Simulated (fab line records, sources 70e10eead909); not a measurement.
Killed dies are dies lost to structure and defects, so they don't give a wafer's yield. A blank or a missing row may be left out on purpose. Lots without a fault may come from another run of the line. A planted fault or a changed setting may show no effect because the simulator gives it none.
Chamber matching | flow nand_harc | NHARC_P_ZERO_WELL_ETCH_65 on rie_diel-13: 4 sister chambers
The step etches the open film in N2/H2, target depth 80 nm, overetch 24 nm, time 87.88 s. 8 wafers are shown with their chamber, then 12 later ones without.

WAFERS WITH THEIR CHAMBER
wafer  | chamber | showerhead_plenum_p_Torr (Torr) | rf_vpp_V (V)
L080.3 | 1       | 1.89                            | 424
L080.6 | 1       | 1.89                            | 427
L082.5 | 2       | 2.14                            | 433
L082.6 | 3       | 1.92                            | 426
L087.6 | 3       | 1.91                            | 428
L088.3 | 2       | 2.13                            | 434
L088.4 | 0       | 2.06                            | 430
L088.6 | 0       | 2.06                            | 431

WAFERS WITHOUT THEIR CHAMBER
wafer  | showerhead_plenum_p_Torr (Torr) | rf_vpp_V (V)
L090.1 | 2.05                            | 431
L090.2 | 2.13                            | 433
L090.6 | 2.22                            | 436
L094.1 | 1.91                            | 428
L094.2 | 2.05                            | 432
L094.5 | 1.91                            | 427
L095.1 | 2.12                            | 432
L095.2 | 2.05                            | 431
L095.5 | 1.91                            | 428
L096.1 | 2.21                            | 435
L096.3 | 2.12                            | 431
L096.4 | 1.90                            | 427

WHICH CHAMBER EACH WENT THROUGH
wafer  | from the rows above     | in truth
L090.1 | 0                       | 0
L090.2 | 2                       | 2
L090.6 | 2                       | 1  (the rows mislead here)
L094.1 | 3                       | 3
L094.2 | 0                       | 0
L094.5 | 3                       | 3
L095.1 | 2                       | 2
L095.2 | 0                       | 0
L095.5 | 3                       | 3
L096.1 | 2                       | 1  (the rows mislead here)
L096.3 | 2                       | 2
L096.4 | can't be placed: 1 or 3 | 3
Placed correctly: 9 of 12. Can't be placed from these rows: 1 (the true chamber is among the candidates in 1). Placed wrongly: 2.
How it was worked out, from the rows above alone: a wafer's distance from a chamber is the root of the sum, over the readings, of the square of ((its reading less the chamber's mean) divided by the reading's scatter). The wafer belongs to the nearest chamber; if the next one is less than 2 further off, it can't be placed. A chamber's mean is the mean of its shown wafers. The scatter: the root of (the sum of the squares of (reading less its chamber's mean) over the shown wafers, divided by (wafers less chambers)).
